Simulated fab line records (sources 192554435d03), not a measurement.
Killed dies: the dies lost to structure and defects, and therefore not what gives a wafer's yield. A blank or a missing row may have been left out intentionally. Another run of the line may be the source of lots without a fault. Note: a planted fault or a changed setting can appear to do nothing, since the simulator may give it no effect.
fab line records    flow n5Finfet
record: lots: 7  wafers: 39
route steps=1938 shown FIN_SAQP@94 DUMMY_GATE@228 MOL_CONTACT_COAG@570
startH: hours from the record's opening day to when the first of the lot's shown wafers began    waitH: hours since the lot's step before    " the same as in the row above    L1.1+2: a row that stands for several wafers    - no value, or no start was given    * or withheld: withheld    < > ~ a bound
route shown NAME@n: NAME is a module with steps in the file, n the number in the route of the first one    usual: mean/standard deviation taken from wafers without a fault    same: alike in all rows    chamber/n: place in a boat    sites: readings site by site    _std_site: the standard deviation of these    _edge_site: the outer-site mean with the inner-site mean subtracted    radiusMm: how far each site lies from the wafer's centre    mask NAME#n: copy n    behind: the most recent tool/chamber to have shaped the wafer    hold: why the lot went on hold/how many hours it stayed there/how the hold came to an end    device: which transistor (n, p or np) failed to switch    end of line: the tests these same wafers got at the end of their route    step lacking rows: just its recipe    killed: the dies lost at the first sort to structure and to defects; this is not the yield of the wafer    map: the dies of a wafer, with x for killed, . for not killed, _ for no die there
set.NAME: the run value of the setting; set.NAME@STEP: its run value at that earlier step    model.NAME: the simulator's own value behind a step, which no gauge read
lots run with intentionally changed settings; tables by step, rows by wafer
== steps ==
step: N5_FIN_SAQP_ALD_61
recipe: material: SiO2  targetThkA: 40  tempC: 300  aldPrecursorFamily: BDEAS  aldCoReactant: O2-plasma  pulseTimeS: 1  purgeTimeS: 2  coReactantPurgeTimeS: 2  aldCycles: 43  pressureTorr: 2
lot.wafer  tool       chamber  startH  waitH  set.aldCycles  model.SiO2_of_FIN_SAQP_ALD_61.thkNm
L076.1+5   aldSin-04  1        32.80   0.0    45             4.195
L076.2     "          3        "       "      43             4.024
L076.3     "          0        "       "      43             4.004
L076.4     "          2        "       "      45             4.168
L076.6     "          2        "       "      43             3.968
L077.1     aldSin-01  2        38.16   0.0    43             4.019
L077.2     "          3        "       "      43             3.994
L077.3     "          1        "       "      43             4.027
L077.4     "          3        "       "      43             3.987
L077.5+6   "          2,1      "       "      43             4.023
L078.1     aldSin-01  2        45.07   0.0    41             3.856
L078.2     "          3        "       "      41             3.805
L078.3     "          1        "       "      43             4.01
L078.4     "          2        "       "      43             4.032
L078.5     "          3        "       "      41             3.808
L078.6     "          1        "       "      43             4.021
L080.1     aldSin-01  3        56.77   0.0    43             3.993
L080.4     "          2        "       "      43             4.016
L080.5     "          2        "       "      43             3.992
L084.1     aldSin-03  2        80.81   0.0    43             4
L084.2     "          1        "       "      43             3.989
L084.3     "          0        "       "      43             4.001
L084.4     "          3        "       "      43             3.993
L084.5     "          1        "       "      43             3.983
L084.6     "          2        "       "      43             3.998
L085.1+5   aldSin-01  1,3      87.34   0.0    37             3.452
L085.2     "          0        "       "      43             4.027
L085.3     "          3        "       "      43             4.018
L085.4     "          2        "       "      43             4.036
L085.6     "          0        "       "      37             3.462
L086.1     aldSin-03  1        94.62   0.8    48             4.463
L086.2     "          2        "       "      43             3.995
L086.3     "          0        "       "      48             4.459
L086.4     "          3        "       "      43             3.996
L086.5     "          1        "       "      48             4.454
L086.6     "          0        "       "      43             3.993
step: N5_DUMMY_GATE_EXPOSE_12
recipe: maskId: GATE  na: 0.33  sourceShape: annular  sigmaInner: 0.2  sigmaOuter: 0.6  polarization: unpolarized  targetCdNm: 25  doseMj: 34
lot.wafer         tool           chamber  startH  waitH  mask    set.doseMj
L076.1+3+4        euvScanner-01  0        59.10   -      GATE#0  32.39
L076.2+5+6        "              0        "       "      GATE#0  34
L077.1+4+6        euvScanner-01  0        63.42   -      GATE#0  35.87
L077.2+3+5        "              0        "       "      GATE#0  34
L078.1+2+3        euvScanner-01  0        69.98   -      GATE#0  34
L078.4+5+6        "              0        "       "      GATE#0  33.25
L080.1+4+5        euvScanner-02  0        81.65   -      GATE#0  34
L084.1+2+3+4+5+6  euvScanner-02  0        109.70  -      GATE#0  34
L085.1+4+6        euvScanner-01  0        115.24  -      GATE#0  34
L085.2+3+5        "              0        "       "      GATE#0  34.92
L086.1+4+6        euvScanner-01  0        125.01  -      GATE#0  32.19
L086.2+3+5        "              0        "       "      GATE#0  34
step: N5_DUMMY_GATE_PEB_13
recipe: pebTempC: 100  pebTimeS: 60  resist: CAR-EUV
step: N5_DUMMY_GATE_DEVELOP_14
recipe: developTimeS: 30  developer: TMAH  resist: CAR-EUV  rinseLiquid: surfactantRinse  dry: airSpin  devTempC: 23
step: N5_DUMMY_GATE_CD_MEAS_15
recipe: targetCdNm: 25.8  landingEnergyEv: 500  detector: seInlens
usual: cdNm: 25.08/0.23
lot.wafer  tool      chamber  startH  waitH  set.doseMj@DUMMY_GATE_EXPOSE_12  cdNm
L076.1     cdSem-03  0        59.22   -      32.39                            26.18
L076.2     "         0        "       "      34                               25.08
L076.3     "         0        "       "      32.39                            25.87
L076.4     "         0        "       "      32.39                            26.11
L076.5     "         0        "       "      34                               24.99
L076.6     "         0        "       "      34                               24.95
L077.1     cdSem-01  0        63.55   -      35.87                            23.91
L077.2     "         0        "       "      34                               24.92
L077.3     "         0        "       "      34                               25.22
L077.4     "         0        "       "      35.87                            24.12
L077.5     "         0        "       "      34                               24.91
L077.6     "         0        "       "      35.87                            23.95
L078.1     cdSem-02  0        70.10   -      34                               25.49
L078.2     "         0        "       "      34                               25.08
L078.3     "         0        "       "      34                               25.30
L078.4     "         0        "       "      33.25                            25.96
L078.5     "         0        "       "      33.25                            25.31
L078.6     "         0        "       "      33.25                            25.71
L080.1     cdSem-01  0        81.77   -      34                               24.80
L080.4     "         0        "       "      34                               24.88
L080.5     "         0        "       "      34                               24.66
L084.1     cdSem-03  0        109.83  -      34                               24.76
L084.2     "         0        "       "      34                               25.34
L084.3     "         0        "       "      34                               24.77
L084.4     "         0        "       "      34                               25.40
L084.5     "         0        "       "      34                               25.47
L084.6     "         0        "       "      34                               24.71
L085.1     cdSem-03  0        115.36  -      34                               25.15
L085.2     "         0        "       "      34.92                            24.51
L085.3     "         0        "       "      34.92                            24.90
L085.4     "         0        "       "      34                               25.23
L085.5     "         0        "       "      34.92                            24.65
L085.6     "         0        "       "      34                               24.97
L086.1     cdSem-01  0        125.14  -      32.19                            25.98
L086.2     "         0        "       "      34                               25.23
L086.3     "         0        "       "      34                               24.75
L086.4     "         0        "       "      32.19                            25.78
L086.5     "         0        "       "      34                               24.61
L086.6     "         0        "       "      32.19                            25.97
step: N5_DUMMY_GATE_ETCH_37
recipe: chemistry: N2/H2  target: SOC  targetDepthA: 600  overetchA: 300  tempC: 40  ionEnergyEv: 200  pressureMtorr: 30  sourceW: 840  biasW: 150  n2FlowSccm: 200  h2FlowSccm: 200
usual: rfVppV: 523.7/3
lot.wafer  tool        chamber  startH  waitH  set.sourceW  rfVppV
L076.1     rieDiel-04  3        59.50   0.0    735          545.6
L076.2     "           2        "       "      735          553.0
L076.3     "           0        "       "      840          520.0
L076.4     "           1        "       "      840          522.8
L076.5     "           1        "       "      735          546.2
L076.6     "           0        "       "      840          519.8
L077.1     rieDiel-02  1        63.83   0.0    840          523.2
L077.2     "           3        "       "      767.8        538.6
L077.3     "           2        "       "      767.8        544.4
L077.4     "           0        "       "      840          522.9
L077.5     "           0        "       "      840          522.9
L077.6     "           1        "       "      767.8        539.9
L078.1     rieDiel-05  1        70.38   0.0    840          524.5
L078.2     "           3        "       "      840          528.3
L078.3     "           2        "       "      974.1        495.7
L078.4     "           0        "       "      840          520.1
L078.5     "           1        "       "      974.1        498.1
L078.6     "           2        "       "      974.1        496.7
L080.1     rieDiel-02  2        82.36   0.0    840          527.7
L080.4     "           1        "       "      840          522.5
L080.5     "           2        "       "      840          529.0
L084.1     rieDiel-05  1        110.14  0.0    840          522.6
L084.2     "           2        "       "      840          522.4
L084.3     "           0        "       "      840          520.1
L084.4     "           3        "       "      840          529.6
L084.5     "           0        "       "      840          519.4
L084.6     "           3        "       "      840          527.4
L085.1     rieDiel-05  3        115.64  0.0    840          528.3
L085.2     "           2        "       "      840          522.3
L085.3     "           1        "       "      840          523.7
L085.4     "           0        "       "      895.1        509.5
L085.5     "           3        "       "      895.1        516.2
L085.6     "           2        "       "      895.1        510.6
L086.1     rieDiel-04  2        125.41  0.0    935.2        509.0
L086.2     "           0        "       "      935.2        500.9
L086.3     "           3        "       "      935.2        502.5
L086.4     "           1        "       "      840          522.7
L086.5     "           1        "       "      840          522.6
L086.6     "           0        "       "      840          517.8
step: N5_MOL_CONTACT_COAG_EXPOSE_81
recipe: maskId: VG  na: 0.33  sourceShape: annular  sigmaInner: 0.3  sigmaOuter: 0.7  polarization: unpolarized  defocusNm: 0  doseMj: 59.5
lot.wafer   tool           chamber  startH  waitH  mask  set.doseMj
L076.1+4+5  euvScanner-02  0        114.97  -      VG#0  55.7
L076.2+3+6  "              0        "       "      VG#0  59.5
L077.1+2+5  euvScanner-02  0        122.44  -      VG#0  59.5
L077.3+4+6  "              0        "       "      VG#0  55.61
L078.1+4+6  euvScanner-02  0        130.52  -      VG#0  59.5
L078.2+3+5  "              0        "       "      VG#0  60.86
L080.1+4+5  euvScanner-02  0        139.00  -      VG#0  59.5
L084.1+2+5  euvScanner-02  0        162.13  -      VG#0  59.5
L084.3+4+6  "              0        "       "      VG#0  55.1
L085.1+3+4  euvScanner-02  0        169.34  -      VG#0  59.5
L085.2+5+6  "              0        "       "      VG#0  63.71
L086.1+2+6  euvScanner-02  0        179.60  -      VG#0  59.5
L086.3+4+5  "              0        "       "      VG#0  63.5
step: N5_MOL_CONTACT_COAG_PEB_82
recipe: pebTempC: 100  pebTimeS: 60  resist: CAR-EUV
step: N5_MOL_CONTACT_COAG_DEVELOP_83
recipe: developTimeS: 30  developer: TMAH  resist: CAR-EUV  rinseLiquid: surfactantRinse  dry: airSpin  devTempC: 23
step: N5_MOL_CONTACT_COAG_CD_MEAS_84
recipe: targetCdNm: 25.1  landingEnergyEv: 500  detector: seInlens  polarity: opening
usual: cdNm: 25.19/0.26
lot.wafer  tool      chamber  startH  waitH  set.doseMj@MOL_CONTACT_COAG_EXPOSE_81  cdNm
L076.1     cdSem-03  0        115.12  -      55.7                                   23.63
L076.2     "         0        "       "      59.5                                   25.26
L076.3     "         0        "       "      59.5                                   25.39
L076.4     "         0        "       "      55.7                                   23.93
L076.5     "         0        "       "      55.7                                   23.68
L076.6     "         0        "       "      59.5                                   25.01
L077.1     cdSem-01  0        122.58  -      59.5                                   25.19
L077.2     "         0        "       "      59.5                                   25.05
L077.3     "         0        "       "      55.61                                  23.82
L077.4     "         0        "       "      55.61                                  23.49
L077.5     "         0        "       "      59.5                                   25.24
L077.6     "         0        "       "      55.61                                  23.80
L078.1     cdSem-02  0        130.66  -      59.5                                   24.51
L078.2     "         0        "       "      60.86                                  25.74
L078.3     "         0        "       "      60.86                                  25.38
L078.4     "         0        "       "      59.5                                   24.95
L078.5     "         0        "       "      60.86                                  25.10
L078.6     "         0        "       "      59.5                                   24.80
L080.1     cdSem-03  0        139.15  -      59.5                                   24.84
L080.4     "         0        "       "      59.5                                   25.19
L080.5     "         0        "       "      59.5                                   25.19
L084.1     cdSem-01  0        162.28  -      59.5                                   24.80
L084.2     "         0        "       "      59.5                                   25.22
L084.3     "         0        "       "      55.1                                   23.45
L084.4     "         0        "       "      55.1                                   23.57
L084.5     "         0        "       "      59.5                                   25.34
L084.6     "         0        "       "      55.1                                   23.43
L085.1     cdSem-02  0        169.48  -      59.5                                   25.50
L085.2     "         0        "       "      63.71                                  26.56
L085.3     "         0        "       "      59.5                                   24.98
L085.4     "         0        "       "      59.5                                   25.21
L085.5     "         0        "       "      63.71                                  26.78
L085.6     "         0        "       "      63.71                                  26.82
L086.1     cdSem-03  0        179.74  -      59.5                                   25.34
L086.2     "         0        "       "      59.5                                   25.08
L086.3     "         0        "       "      63.5                                   26.42
L086.4     "         0        "       "      63.5                                   26.67
L086.5     "         0        "       "      63.5                                   26.79
L086.6     "         0        "       "      59.5                                   25.26
step: N5_MOL_CONTACT_COAG_PRECLEAN_144
recipe: chemistry: alkalineClean  tempC: 60  timeS: 60  doPpb: 50
step: N5_MOL_CONTACT_COAG_SRD_145
recipe: dry: ipaMarangoni  timeS: 30  tempC: 23  rinseLiquid: diw
step: N5_MOL_CONTACT_COAG_CD_MEAS_137
recipe: targetCdNm: 16
usual: cdNm: 16.1/0.33
lot.wafer  tool      chamber  startH  waitH  set.doseMj@MOL_CONTACT_COAG_EXPOSE_81  cdNm
L076.1     cdSem-02  -        116.34  0.0    55.7                                   14.7
L076.2     "         -        "       "      59.5                                   16.1
L076.3     "         -        "       "      59.5                                   15.7
L076.4     "         -        "       "      55.7                                   14.5
L076.5     "         -        "       "      55.7                                   14.3
L076.6     "         -        "       "      59.5                                   16.0
L077.1     cdSem-03  -        123.61  0.0    59.5                                   15.9
L077.2     "         -        "       "      59.5                                   15.5
L077.3     "         -        "       "      55.61                                  14.6
L077.4     "         -        "       "      55.61                                  14.7
L077.5     "         -        "       "      59.5                                   15.8
L077.6     "         -        "       "      55.61                                  14.8
L078.1     cdSem-03  -        131.65  0.0    59.5                                   16.2
L078.2     "         -        "       "      60.86                                  16.2
L078.3     "         -        "       "      60.86                                  16.3
L078.4     "         -        "       "      59.5                                   15.4
L078.5     "         -        "       "      60.86                                  16.0
L078.6     "         -        "       "      59.5                                   16.0
L080.1     cdSem-01  -        140.19  0.0    59.5                                   16.3
L080.4     "         -        "       "      59.5                                   16.1
L080.5     "         -        "       "      59.5                                   16.3
L084.1     cdSem-01  -        163.23  0.0    59.5                                   16.4
L084.2     "         -        "       "      59.5                                   15.7
L084.3     "         -        "       "      55.1                                   14.3
L084.4     "         -        "       "      55.1                                   14.3
L084.5     "         -        "       "      59.5                                   15.6
L084.6     "         -        "       "      55.1                                   14.5
L085.1     cdSem-02  -        170.97  0.0    59.5                                   16.3
L085.2     "         -        "       "      63.71                                  17.2
L085.3     "         -        "       "      59.5                                   16.1
L085.4     "         -        "       "      59.5                                   15.9
L085.5     "         -        "       "      63.71                                  17.2
L085.6     "         -        "       "      63.71                                  17.4
L086.1     cdSem-01  -        181.02  0.0    59.5                                   15.6
L086.2     "         -        "       "      59.5                                   16.1
L086.3     "         -        "       "      63.5                                   17.4
L086.4     "         -        "       "      63.5                                   17.5
L086.5     "         -        "       "      63.5                                   17.4
L086.6     "         -        "       "      59.5                                   16.6
== key ==
split: step: N5_FIN_SAQP_ALD_61  setting: aldCycles  stated: 43  by: wafer
response: step: N5_FIN_SAQP_ALD_61  reading: model.SiO2_of_FIN_SAQP_ALD_61.thkNm  change: +0.0406  per: 1%  r: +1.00
split: step: N5_DUMMY_GATE_EXPOSE_12  setting: doseMj  stated: 34  by: wafer
response: step: N5_DUMMY_GATE_CD_MEAS_15  reading: cdNm  change: -0.195  per: 1%  r: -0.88
split: step: N5_DUMMY_GATE_ETCH_37  setting: sourceW  stated: 840  by: wafer
response: step: N5_DUMMY_GATE_ETCH_37  reading: rfVppV  change: -1.84  per: 1%  r: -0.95
split: step: N5_MOL_CONTACT_COAG_EXPOSE_81  setting: doseMj  stated: 59.5  by: wafer
response: step: N5_MOL_CONTACT_COAG_CD_MEAS_84  reading: cdNm  change: +0.22  per: 1%  r: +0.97
response: step: N5_MOL_CONTACT_COAG_CD_MEAS_137  reading: cdNm  change: +0.19  per: 1%  r: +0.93
